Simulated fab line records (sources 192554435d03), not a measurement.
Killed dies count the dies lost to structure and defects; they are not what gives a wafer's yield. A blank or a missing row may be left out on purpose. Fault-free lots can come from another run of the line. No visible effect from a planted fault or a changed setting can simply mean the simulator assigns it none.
fab line records	flow n5-finfet	part 1 of 2: steps 1 to 17 of 26
record: lots: 5	wafers: 15	last-day: 18
route steps=1938 shown BEOL_M2@874
lots untouched by any fault: they come from a run of this same line in which no faults occurred
start-h: the number of hours between the record's first day and the start of the first shown wafer of the lot	wait-h: how many hours have passed since the lot's step before this one	" same as the row above	L1.1+2: several wafers, shown together as one row	- no value, or no start given	* or withheld: withheld	< > ~ a bound
route shown NAME@n: NAME is a module with steps in the file, n the number in the route of the first one	usual: mean/standard deviation taken from wafers without a fault	same: alike in all rows	chamber/n: place in a boat	sites: readings site by site	_std_site: standard deviation across them	_edge_site: outer sites' mean less inner sites'	radius-mm: for every site, how far away it sits from the centre of the wafer	mask NAME#n: copy n	behind: tool/chamber where the wafer was last shaped	hold: the reason the lot was held/the length of the hold in hours/how it ended	device: whichever transistor did not switch (one of n, p or np)	end of line: tests of these same wafers at the route's end	a step without rows: its recipe alone	killed: not the wafer's yield, but the dies lost to structure and defects at the first sort	map: dies across one wafer; x = killed, . = not, _ = none there
set.NAME: setting as actually run; set.NAME@STEP: the setting as run at that earlier step	model.NAME: the simulator's own value behind a step, which no gauge read
lots at some steps of the route; a table a step, a row a wafer
services: the hour from which a tool's chamber was out of use, counted from the record's first day as start-h (under 0 if before that day), plus the number of hours and why
== steps ==
step: N5_BEOL_M2_PEB_26
recipe: peb-temp-c: 100	peb-time-s: 60	resist: CAR-EUV
lot.wafer	tool	chamber	start-h	wait-h
L074.1+2+4	litho-track-04	0	157.62	0.1
L085.1+5+6	litho-track-04	0	211.86	0.1
L092.2+3+5	litho-track-04	0	247.35	0.1
L095.1+2+4	litho-track-03	0	252.61	0.1
L096.3+5+6	litho-track-01	0	261.80	0.1
step: N5_BEOL_M2_DEVELOP_27
recipe: develop-time-s: 30	developer: TMAH	resist: CAR-EUV	rinse-liquid: surfactant-rinse	dry: air-spin	dev-temp-c: 23
lot.wafer	tool	chamber	start-h	wait-h
L074.1+2+4	litho-track-04	0	-	-
L085.1+5+6	litho-track-04	0	-	-
L092.2+3+5	litho-track-04	0	-	-
L095.1+2+4	litho-track-03	0	-	-
L096.3+5+6	litho-track-01	0	-	-
step: N5_BEOL_M2_CD_MEAS_28
recipe: target-cd-nm: 26.2	landing-energy-ev: 500	detector: se-inlens	target-cd-y-nm: 24.1	polarity: opening
usual: cd-nm: 26.20/0.23
lot.wafer	tool	chamber	start-h	wait-h	cd-nm
L074.1	cd-sem-03	0	157.69	-	25.99
L074.2	"	0	"	"	25.44
L074.4	"	0	"	"	25.75
L085.1	cd-sem-03	0	211.92	-	26.23
L085.5	"	0	"	"	26.34
L085.6	"	0	"	"	26.15
L092.2	cd-sem-03	0	247.42	-	26.61
L092.3	"	0	"	"	26.41
L092.5	"	0	"	"	26.50
L095.1	cd-sem-03	0	252.68	-	26.12
L095.2	"	0	"	"	25.92
L095.4	"	0	"	"	26.17
L096.3	cd-sem-03	0	261.86	-	26.36
L096.5	"	0	"	"	26.07
L096.6	"	0	"	"	26.27
step: N5_BEOL_M2_OVL_MEAS_29
recipe: points-per-wafer: 522
usual: V1_OVL: -0.1/0.63
lot.wafer	tool	chamber	start-h	wait-h	V1_OVL[nm]
L074.1	overlay-02	0	157.72	0.0	-0.4
L074.2	"	0	"	"	-0.5
L074.4	"	0	"	"	-0.8
L085.1	overlay-01	0	211.95	0.0	0.5
L085.5	"	0	"	"	0.0
L085.6	"	0	"	"	-0.2
L092.2	overlay-02	0	247.46	0.0	0.0
L092.3	"	0	"	"	-0.5
L092.5	"	0	"	"	0.1
L095.1	overlay-01	0	252.71	0.0	-1.2
L095.2	"	0	"	"	-1.2
L095.4	"	0	"	"	-0.8
L096.3	overlay-02	0	261.90	0.0	0.3
L096.5	"	0	"	"	0.9
L096.6	"	0	"	"	0.4
step: N5_BEOL_M2_INSPECT_30
recipe: mode: adi	inspect-instrument: brightfield
usual: raw-defect-count: 456/100
lot.wafer	tool	chamber	start-h	wait-h	raw-defect-count
L074.1	defect-inspect-01	-	157.78	0.1	475
L074.2	"	-	"	"	639
L074.4	"	-	"	"	412
L085.1	defect-inspect-01	-	212.01	0.1	710
L085.5	"	-	"	"	487
L085.6	"	-	"	"	500
L092.2	defect-inspect-02	-	247.51	0.0	527
L092.3	"	-	"	"	404
L092.5	"	-	"	"	434
L095.1	defect-inspect-01	-	252.77	0.1	445
L095.2	"	-	"	"	365
L095.4	"	-	"	"	528
L096.3	defect-inspect-01	-	261.95	0.0	582
L096.5	"	-	"	"	533
L096.6	"	-	"	"	351
step: N5_BEOL_M2_DESCUM_33
recipe: chemistry: O2	time-s: 7	source-power-w: 50	bias-power-w: 20	pressure-mtorr: 20	rf-frequency-hz: 2.712e+07	temp-c: 40	resist: CAR-EUV	o2-flow-sccm: 225
usual: drypump-motor-current-A: 5.7/0.41	o2-flow-sccm: 225.0/0.68	oes-product-au: 0.80/0.099	rf-vpp-V: 243.3/1.5	showerhead-plenum-p-Torr: 2.10/0.075	temp-c: 40.00/0.11	throttle-valve-pct: 20.46/0.25
lot.wafer	tool	chamber	start-h	wait-h	drypump-motor-current-A	o2-flow-sccm	oes-product-au	rf-hours-counter-h	rf-vpp-V	showerhead-plenum-p-Torr	temp-c	throttle-valve-pct
L074.1	rie-diel-01	2	158.10	0.3	5.8	225.8	0.69	195	241.8	2.08	40.12	20.56
L074.2	"	3	"	"	5.5	224.9	0.73	188	242.0	2.09	40.10	20.52
L074.4	"	0	"	"	5.5	223.7	0.75	168	243.7	2.16	40.13	20.33
L085.1	rie-diel-01	3	212.05	0.0	5.5	224.9	0.73	205	243.2	2.08	39.81	20.54
L085.5	"	2	"	"	5.8	224.5	0.68	-	243.1	2.07	39.96	20.61
L085.6	"	3	"	"	5.5	224.3	0.73	-	243.1	2.08	40.04	20.55
L092.2	rie-diel-06	1	247.54	0.0	5.5	223.7	0.88	36	243.1	2.02	40.22	19.92
L092.3	"	2	"	"	5.3	225.6	0.92	21	242.7	2.15	39.95	20.32
L092.5	"	0	"	"	6.5	226.0	0.75	-	241.0	2.02	40.05	20.55
L095.1	rie-diel-03	2	252.80	0.0	5.7	224.7	0.89	37	245.2	2.21	39.86	20.38
L095.2	"	0	"	"	5.3	224.7	0.72	207	240.3	2.01	40.04	20.60
L095.4	"	3	"	"	6.6	224.4	0.80	100	245.0	2.19	39.92	20.26
L096.3	rie-diel-03	1	261.98	0.0	5.7	225.2	0.96	14	243.7	2.13	40.13	20.37
L096.5	"	1	"	"	5.6	224.8	0.96	-	244.7	2.13	40.19	20.38
L096.6	"	0	"	"	5.4	224.8	0.71	-	241.6	2.01	39.93	20.61
step: N5_BEOL_M2_ETCH_77
recipe: chemistry: N2/H2	target: underlayer	target-depth-a: 65	mask-material: CAR-EUV	time-s: 5.2	ion-energy-ev: 200	pressure-mtorr: 30	source-w: 840	bias-w: 150	n2-flow-sccm: 200	h2-flow-sccm: 200	ends: cleared
usual: drypump-motor-current-A: 5.7/0.41	etch-rf-on-time-s: 5.23/0.11	oes-product-au: 0.68/0.084	rf-vpp-V: 524/3	showerhead-plenum-p-Torr: 2.55/0.098	throttle-valve-pct: 17.90/0.26
lot.wafer	tool	chamber	start-h	wait-h	drypump-motor-current-A	etch-rf-on-time-s	oes-product-au	rf-hours-counter-h	rf-vpp-V	showerhead-plenum-p-Torr	throttle-valve-pct
L074.1	rie-diel-01	2	158.13	0.0	5.8	5.41	0.59	195	522	2.53	17.95
L074.2	"	3	"	"	5.5	5.21	0.62	188	522	2.51	17.80
L074.4	"	0	"	"	5.5	5.26	0.64	168	525	2.65	17.98
L085.1	rie-diel-01	3	212.08	0.0	5.5	5.21	0.61	205	523	2.51	17.81
L085.5	"	2	"	"	5.8	5.39	0.58	-	524	2.52	17.99
L085.6	"	3	"	"	5.5	5.23	0.62	-	523	2.51	17.85
L092.2	rie-diel-06	1	247.58	0.0	5.4	5.16	0.75	36	521	2.49	17.51
L092.3	"	2	"	"	5.4	5.21	0.77	21	523	2.59	17.66
L092.5	"	0	"	"	6.5	5.30	0.63	-	519	2.44	17.87
L095.1	rie-diel-03	2	252.83	0.0	5.7	5.16	0.75	37	529	2.70	17.89
L095.2	"	0	"	"	5.3	5.18	0.61	207	520	2.41	17.90
L095.4	"	3	"	"	6.6	5.32	0.68	100	528	2.66	17.56
L096.3	rie-diel-03	1	262.02	0.0	5.7	5.00	0.83	14	527	2.62	18.00
L096.5	"	1	"	"	5.7	5.00	0.83	-	527	2.62	18.02
L096.6	"	0	"	"	5.3	5.26	0.60	-	521	2.41	17.90
step: N5_BEOL_M2_ETCH_69
recipe: chemistry: CF4	target: SiARC	target-depth-a: 156	mask-material: CAR-EUV	time-s: 26	ion-energy-ev: 80	pressure-mtorr: 40	source-w: 545	bias-w: 36	Ar_flow_sccm: 100	cf4-flow-sccm: 100	ends: cleared
usual: drypump-motor-current-A: 5.7/0.41	etch-rf-on-time-s: 26.2/0.56	oes-product-au: 0.68/0.084	rf-vpp-V: 184.2/1.3	showerhead-plenum-p-Torr: 2.15/0.079	throttle-valve-pct: 15.63/0.25
lot.wafer	tool	chamber	start-h	wait-h	drypump-motor-current-A	etch-rf-on-time-s	oes-product-au	rf-hours-counter-h	rf-vpp-V	showerhead-plenum-p-Torr	throttle-valve-pct
L074.1	rie-diel-01	2	158.15	0.0	5.8	26.6	0.60	195	185.4	2.13	15.77
L074.2	"	3	"	"	5.5	26.2	0.62	188	184.5	2.11	15.55
L074.4	"	0	"	"	5.5	26.6	0.62	168	186.6	2.23	15.65
L085.1	rie-diel-01	3	212.10	0.0	5.5	25.9	0.61	205	183.9	2.11	15.58
L085.5	"	2	"	"	5.8	26.5	0.58	-	183.9	2.12	15.78
L085.6	"	3	"	"	5.5	25.9	0.61	-	184.5	2.11	15.59
L092.2	rie-diel-06	1	247.59	0.0	5.5	26.0	0.75	36	184.1	2.08	15.15
L092.3	"	2	"	"	5.3	26.0	0.77	21	185.7	2.18	15.32
L092.5	"	0	"	"	6.5	26.9	0.63	-	181.4	2.07	15.72
L095.1	rie-diel-03	2	252.85	0.0	5.7	25.7	0.75	37	185.7	2.27	15.62
L095.2	"	0	"	"	5.3	26.3	0.60	207	182.2	2.04	15.74
L095.4	"	3	"	"	6.6	26.8	0.68	100	185.2	2.23	15.43
L096.3	rie-diel-03	1	262.03	0.0	5.7	25.0	0.83	14	182.5	2.20	15.59
L096.5	"	1	"	"	5.6	25.3	0.83	-	184.8	2.20	15.57
L096.6	"	0	"	"	5.3	26.7	0.59	-	183.0	2.04	15.75
step: N5_BEOL_M2_ALD_98
recipe: material: SiO2	target-thk-a: 25	temp-c: 100	ald-precursor-family: BDEAS	ald-co-reactant: O2-plasma	pulse-time-s: 1	co-reactant-pulse-time-s: 1	purge-time-s: 2	co-reactant-purge-time-s: 2	ald-cycles: 17	pressure-torr: 2
usual: heater-power-w: 80/6.7	precursor-pulse-height-rel: 0.999/0.02
lot.wafer	tool	chamber	start-h	wait-h	heater-power-w	precursor-pulse-height-rel
L074.1	ald-sin-03	2	158.23	0.1	78	1.004
L074.2	"	3	"	"	71	1.013
L074.4	"	0	"	"	68	0.971
L085.1	ald-sin-01	2	212.18	0.1	81	1.015
L085.5	"	2	"	"	81	1.018
L085.6	"	3	"	"	78	0.977
L092.2	ald-sin-02	2	247.68	0.1	86	0.997
L092.3	"	0	"	"	91	1.039
L092.5	"	3	"	"	88	1.028
L095.1	ald-sin-02	2	253.05	0.2	83	1.000
L095.2	"	1	"	"	77	0.986
L095.4	"	3	"	"	90	1.020
L096.3	ald-sin-03	1	262.12	0.1	74	0.972
L096.5	"	1	"	"	73	0.977
L096.6	"	0	"	"	70	1.016
step: N5_BEOL_M2_ETCHBACK_99
recipe: chemistry: CHF3	target: SiO2	target-depth-a: 50	time-s: 10.4	source-w: 215	bias-w: 47	Ar_flow_sccm: 200	CHF3_flow_sccm: 12	ion-energy-ev: 100	pressure-mtorr: 30
usual: drypump-motor-current-A: 5.6/0.36	oes-product-au: 0.76/0.088	rf-vpp-V: 241/3.4	showerhead-plenum-p-Torr: 2.14/0.08	throttle-valve-pct: 17.17/0.25
lot.wafer	tool	chamber	start-h	wait-h	drypump-motor-current-A	oes-product-au	rf-hours-counter-h	rf-vpp-V	showerhead-plenum-p-Torr	throttle-valve-pct
L074.1	rie-diel-06	3	158.38	0.1	5.6	0.94	11	241	2.12	17.22
L074.2	"	0	"	"	6.5	0.77	123	246	2.07	17.07
L074.4	"	2	"	"	5.4	0.69	247	246	2.19	17.16
L085.1	rie-diel-01	2	215.98	3.7	5.8	0.69	216	235	2.13	17.25
L085.5	"	3	"	"	5.5	0.72	-	241	2.12	17.08
L085.6	"	2	"	"	5.8	0.69	-	236	2.13	17.25
L092.2	rie-diel-01	0	255.38	7.7	5.5	0.70	203	241	2.23	17.16
L092.3	"	1	"	"	5.3	0.69	242	238	2.04	17.63
L092.5	"	3	"	"	5.5	0.70	-	241	2.12	17.09
L095.1	rie-diel-03	2	267.98	14.9	5.8	0.87	42	243	2.29	17.14
L095.2	"	1	"	"	5.7	0.96	15	240	2.22	17.14
L095.4	"	3	"	"	6.6	0.79	106	244	2.26	16.95
L096.3	rie-diel-06	1	280.96	18.8	5.5	0.86	49	236	2.08	16.61
L096.5	"	2	"	"	5.3	0.90	-	246	2.18	16.77
L096.6	"	1	"	"	5.5	0.86	-	236	2.08	16.60
step: N5_BEOL_M2_ETCH_70
recipe: chemistry: N2/H2	target: SOC	target-depth-a: 800	overetch-a: 240	mask-material: SiARC	temp-c: 40	time-s: 130	ion-energy-ev: 200	pressure-mtorr: 30	source-w: 840	bias-w: 150	n2-flow-sccm: 200	h2-flow-sccm: 200
usual: drypump-motor-current-A: 5.6/0.36	oes-product-au: 0.56/0.061	rf-vpp-V: 523.5/2.7	showerhead-plenum-p-Torr: 2.53/0.093	temp-c: 39.99/0.12	throttle-valve-pct: 17.92/0.25
lot.wafer	tool	chamber	start-h	wait-h	drypump-motor-current-A	oes-product-au	rf-hours-counter-h	rf-vpp-V	showerhead-plenum-p-Torr	temp-c	throttle-valve-pct
L074.1	rie-diel-06	3	158.42	0.0	5.6	0.68	11	522.3	2.49	39.91	17.99
L074.2	"	0	"	"	6.5	0.58	123	520.3	2.45	40.02	17.77
L074.4	"	2	"	"	5.4	0.51	247	527.7	2.60	39.88	17.99
L085.1	rie-diel-01	2	216.01	0.0	5.8	0.52	216	522.6	2.52	39.85	17.97
L085.5	"	3	"	"	5.5	0.53	-	524.4	2.51	39.99	17.79
L085.6	"	2	"	"	5.8	0.51	-	523.2	2.52	40.00	17.97
L092.2	rie-diel-01	0	255.41	0.0	5.5	0.53	203	527.6	2.63	39.97	17.99
L092.3	"	1	"	"	5.3	0.51	242	518.3	2.40	40.11	18.40
L092.5	"	3	"	"	5.5	0.53	-	522.4	2.50	39.54	17.83
L095.1	rie-diel-03	2	268.02	0.0	5.7	0.64	42	528.2	2.69	40.10	17.85
L095.2	"	1	"	"	5.7	0.69	16	525.4	2.62	40.07	17.98
L095.4	"	3	"	"	6.6	0.59	106	526.0	2.65	39.99	17.52
L096.3	rie-diel-06	1	281.00	0.0	5.5	0.63	49	523.0	2.49	39.96	17.49
L096.5	"	2	"	"	5.3	0.65	-	525.1	2.59	39.85	17.64
L096.6	"	1	"	"	5.5	0.63	-	523.4	2.48	39.88	17.49
step: N5_BEOL_M2_STRIP_71
recipe: chemistry: N2/H2	temp-c: 40	n2-flow-sccm: 200	h2-flow-sccm: 200	rf-frequency-hz: 6e+07
lot.wafer	tool	chamber	start-h	wait-h
L074.1+2+4	rie-diel-06	3,0,2	158.51	0.0
L085.1+5+6	rie-diel-01	2,3,2	216.10	0.0
L092.2+3+5	rie-diel-01	0,1,3	255.50	0.0
L095.1+2+4	rie-diel-03	2,1,3	268.10	0.0
L096.3+5+6	rie-diel-06	1,2,1	281.08	0.0
step: N5_BEOL_M2_STRIP_78
recipe: chemistry: N2/H2	temp-c: 40	n2-flow-sccm: 200	h2-flow-sccm: 200	rf-frequency-hz: 6e+07
lot.wafer	tool	chamber	start-h	wait-h
L074.1+2+4	rie-diel-06	3,0,2	158.52	0.0
L085.1+5+6	rie-diel-01	2,3,2	216.11	0.0
L092.2+3+5	rie-diel-01	0,1,3	255.51	0.0
L095.1+2+4	rie-diel-03	2,1,3	268.11	0.0
L096.3+5+6	rie-diel-06	1,2,1	281.09	0.0
step: N5_BEOL_M2_VIA_ETCH_34
recipe: chemistry: C4F6/O2	target-depth-a: 694	mask-material: SOC	pressure-mtorr: 15	ion-energy-ev: 250	taper-deg: 4	time-s: 65.9	source-w: 350	bias-w: 170	Ar_flow_sccm: 300	C4F6_flow_sccm: 10	O2_flow_sccm: 10
usual: drypump-motor-current-A: 5.6/0.35	oes-product-au: 0.76/0.088	rf-vpp-V: 666/9.1	showerhead-plenum-p-Torr: 2.83/0.1	throttle-valve-pct: 30.86/0.28
lot.wafer	tool	chamber	start-h	wait-h	drypump-motor-current-A	oes-product-au	rf-hours-counter-h	rf-vpp-V	showerhead-plenum-p-Torr	throttle-valve-pct
L074.1	rie-diel-06	3	158.53	0.0	5.5	0.94	11	663	2.80	31.08
L074.2	"	0	"	"	6.5	0.77	123	679	2.74	30.80
L074.4	"	2	"	"	5.3	0.68	247	681	2.89	30.65
L085.1	rie-diel-01	2	216.12	0.0	5.8	0.69	216	652	2.81	30.93
L085.5	"	3	"	"	5.5	0.72	-	668	2.81	30.75
L085.6	"	2	"	"	5.8	0.69	-	652	2.81	30.95
L092.2	rie-diel-01	0	255.52	0.0	5.5	0.71	203	672	2.94	30.83
L092.3	"	1	"	"	5.3	0.69	242	660	2.69	31.32
L092.5	"	3	"	"	5.5	0.70	-	667	2.80	30.77
L095.1	rie-diel-03	2	268.12	0.0	5.7	0.87	42	675	3.02	30.95
L095.2	"	1	"	"	5.7	0.96	16	663	2.93	31.01
L095.4	"	3	"	"	6.6	0.78	106	680	2.97	30.55
L096.3	rie-diel-06	1	281.10	0.0	5.5	0.86	49	652	2.75	30.15
L096.5	"	2	"	"	5.3	0.89	-	681	2.88	30.54
L096.6	"	1	"	"	5.5	0.85	-	653	2.75	30.17
step: N5_BEOL_M2_STRIP_83
recipe: chemistry: C4F6/O2	resist: SiARC	rf-frequency-hz: 6e+07
lot.wafer	tool	chamber	start-h	wait-h
L074.1+2+4	rie-diel-06	3,0,2	158.58	0.0
L085.1+5+6	rie-diel-01	2,3,2	216.17	0.0
L092.2+3+5	rie-diel-01	0,1,3	255.57	0.0
L095.1+2+4	rie-diel-03	2,1,3	268.17	0.0
L096.3+5+6	rie-diel-06	1,2,1	281.15	0.0
step: N5_BEOL_M2_STRIP_36
recipe: chemistry: N2/H2	power-w: 450	temp-c: 40	pressure-mtorr: 20	rf-frequency-hz: 6e+07	overash-fraction: 0.3	bias-power-w: 7	h2-frac: 0.5	n2-flow-sccm: 200	h2-flow-sccm: 200
usual: drypump-motor-current-A: 5.6/0.36	oes-product-au: 0.76/0.089	rf-vpp-V: 59.0/1.4	showerhead-plenum-p-Torr: 2.52/0.093	temp-c: 40.01/0.1	throttle-valve-pct: 23.75/0.29
lot.wafer	tool	chamber	start-h	wait-h	drypump-motor-current-A	oes-product-au	rf-hours-counter-h	rf-vpp-V	showerhead-plenum-p-Torr	temp-c	throttle-valve-pct
L074.1	rie-diel-06	3	158.59	0.0	5.6	0.93	11	59.5	2.49	39.96	23.94
L074.2	"	0	"	"	6.5	0.78	123	59.4	2.45	40.10	23.56
L074.4	"	2	"	"	5.3	0.69	247	58.4	2.60	40.13	23.79
L085.1	rie-diel-01	2	216.18	0.0	5.8	0.68	216	56.2	2.52	39.85	23.73
L085.5	"	3	"	"	5.5	0.73	-	57.9	2.50	39.79	23.60
L085.6	"	2	"	"	5.8	0.67	-	60.8	2.52	39.91	23.72
L092.2	rie-diel-01	0	255.58	0.0	5.5	0.73	203	59.6	2.63	40.06	23.91
L092.3	"	1	"	"	5.3	0.69	242	59.4	2.40	39.93	24.22
L092.5	"	3	"	"	5.5	0.72	-	58.9	2.49	40.00	23.61
L095.1	rie-diel-03	2	268.18	0.0	5.8	0.87	43	61.8	2.69	40.17	23.67
L095.2	"	1	"	"	5.7	0.95	16	57.7	2.62	40.07	23.98
L095.4	"	3	"	"	6.6	0.79	106	59.9	2.65	39.93	23.14
L096.3	rie-diel-06	1	281.16	0.0	5.5	0.87	49	58.2	2.48	40.11	23.39
L096.5	"	2	"	"	5.3	0.91	-	59.8	2.58	39.97	23.56
L096.6	"	1	"	"	5.4	0.87	-	59.4	2.48	40.17	23.39
step: N5_BEOL_M2_TRENCH_ETCH_37
recipe: chemistry: C4F6/O2	target-depth-a: 555.55	target: SiOC	time-s: 29.2	ion-energy-ev: 250	pressure-mtorr: 30	source-w: 355	bias-w: 185	Ar_flow_sccm: 300	C4F6_flow_sccm: 10	O2_flow_sccm: 10
usual: drypump-motor-current-A: 5.6/0.35	oes-product-au: 0.76/0.088	rf-vpp-V: 666/9.2	showerhead-plenum-p-Torr: 2.83/0.1	throttle-valve-pct: 20.95/0.25
lot.wafer	tool	chamber	start-h	wait-h	drypump-motor-current-A	oes-product-au	rf-hours-counter-h	rf-vpp-V	showerhead-plenum-p-Torr	throttle-valve-pct
L074.1	rie-diel-06	3	-	-	5.5	0.94	11	663	2.80	21.08
L074.2	"	0	"	"	6.5	0.77	123	678	2.75	20.85
L074.4	"	2	"	"	5.4	0.69	247	681	2.90	20.87
L085.1	rie-diel-01	2	-	-	5.8	0.68	216	652	2.82	21.02
L085.5	"	3	"	"	5.5	0.71	-	670	2.81	20.82
L085.6	"	2	"	"	5.8	0.67	-	651	2.82	21.01
L092.2	rie-diel-01	0	-	-	5.5	0.71	203	670	2.94	20.94
L092.3	"	1	"	"	5.3	0.69	242	661	2.70	21.40
L092.5	"	3	"	"	5.5	0.70	-	670	2.80	20.84
L095.1	rie-diel-03	2	-	-	5.7	0.87	43	677	3.03	21.00
L095.2	"	1	"	"	5.7	0.95	16	662	2.93	20.99
L095.4	"	3	"	"	6.6	0.78	106	679	2.98	20.72
L096.3	rie-diel-06	1	-	-	5.4	0.86	49	653	2.75	20.38
L096.5	"	2	"	"	5.4	0.89	-	681	2.88	20.60
L096.6	"	1	"	"	5.5	0.86	-	653	2.75	20.38
